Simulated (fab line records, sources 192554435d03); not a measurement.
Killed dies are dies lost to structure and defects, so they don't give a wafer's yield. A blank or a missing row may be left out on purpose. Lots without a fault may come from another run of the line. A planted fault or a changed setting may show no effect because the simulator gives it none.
A struck lot beside a sound one | flow n5_finfet | 17 steps out of a route of 1938
Sound: wafers L151.1, L151.4, L151.5. Struck: wafer L159.3. (L159.1, L159.2 of the same lot were not struck and are left out.) The cause comes at the end.
At each step with rows: each side's tool, then ch and its chambers, then its first start. Under that, the readings that differ: sound wafers | struck wafers | difference of the means | sigmas: that difference in standard deviations of wafers without a fault.
alike: readings whose means differ by less than 2 such deviations, and words and numbers that are the same on both sides. not compared: withheld readings, readings that some wafer has no value for, bounds like >300 that may hide the same value, and numbers for which the record gives no deviation and whose values overlap.
The two part at a step that has a row with sigmas, a row that says differs or no value, or rows on one side only. Numbers that don't overlap but have no deviation are shown without sigmas and don't part them. A reading that every wafer of one side lacks parts them only if that side has two wafers or more.

N5_FIN_SAQP_THK_MEAS_05:
  sound on film_metro-01, day 3 03:03; struck on film_metro-02, day 5 03:59
  reading     | sound          | struck | difference | sigmas
  thk_nm (nm) | 38.0 38.8 38.5 | 36.9   | -1.5       | -3
N5_FIN_SAQP_PECVD_47: deposits a-Si from SiH4/He, target thk 45 nm, time 36.3 s.
  sound on pecvd-04 ch 0,1,2, day 3 03:05; struck on pecvd-03 ch 1, day 5 04:01
  alike: heater_power_w, showerhead_plenum_p_Torr, throttle_valve_pct
N5_FIN_SAQP_PECVD_48: deposits SiNx from SiH4/NH3/N2, target thk 25 nm, time 22.1 s.
  sound on pecvd-04 ch 0,1,2, day 3 03:07; struck on pecvd-03 ch 1, day 5 04:04
  alike: heater_power_w, showerhead_plenum_p_Torr, throttle_valve_pct
N5_FIN_SAQP_PECVD_06: deposits a-Si from SiH4/He, target thk 60 nm, time 48.1 s.
  sound on pecvd-04 ch 0,1,2, day 3 03:10; struck on pecvd-03 ch 1, day 5 04:06
  alike: heater_power_w, showerhead_plenum_p_Torr, throttle_valve_pct
N5_FIN_SAQP_THK_MEAS_07:
  sound on film_metro-01, day 3 03:15; struck on film_metro-02, day 5 04:11
  alike: thk_nm
N5_FIN_SAQP_HM_DEP_72: deposits SiO2 from SiH4/N2O, target thk 12 nm, time 7.2 s.
  sound on pecvd-03 ch 0,1,2, day 3 03:17; struck on pecvd-04 ch 0, day 5 04:14
  reading                         | sound          | struck | difference | sigmas
  showerhead_plenum_p_Torr (Torr) | 8.15 8.51 8.41 | 8.00   | -0.36      | -2
  alike: heater_power_w
then, 6 steps without rows for these wafers: N5_FIN_SAQP_COAT_49 (time 60 s, resist thk 100 nm); N5_FIN_SAQP_COAT_50 (time 60 s, resist thk 35 nm); N5_FIN_SAQP_COAT_10 (resist thk 90 nm); N5_FIN_SAQP_EBR_12; N5_FIN_SAQP_SOFTBAKE_11 (time 60 s); N5_FIN_SAQP_EXPOSE_13 (exposes mask FIN CORE, target cd 35.6 nm).
N5_FIN_SAQP_PEB_14: peb time 60 s.
  sound on litho_track-05 ch 0, day 3 03:40; struck on litho_track-05 ch 0, day 5 04:29
then, 1 step without rows for these wafers: N5_FIN_SAQP_DEVELOP_15 (develop time 30 s).
N5_FIN_SAQP_CD_MEAS_16: target cd 35.6 nm.
  sound on cd_sem-01 ch 0, day 3 03:44; struck on cd_sem-01 ch 0, day 5 04:33
  reading    | sound             | struck | difference | sigmas
  cd_nm (nm) | 35.49 35.12 35.14 | 32.97  | -2.28      | -8
N5_FIN_SAQP_OVL_MEAS_17:
  sound on overlay-01 ch 0, day 3 03:47; struck on overlay-02 ch 0, day 5 04:35
  alike: FIN_CORE_OVL
N5_PASSIVATION_PROBE_49:
  the record has rows for the sound wafers here (prober-02, day 13 02:31) and none for the struck ones

WHERE THEY PART
First at N5_FIN_SAQP_THK_MEAS_05; last, within this record, at N5_PASSIVATION_PROBE_49.

WHY: what the simulator had put in
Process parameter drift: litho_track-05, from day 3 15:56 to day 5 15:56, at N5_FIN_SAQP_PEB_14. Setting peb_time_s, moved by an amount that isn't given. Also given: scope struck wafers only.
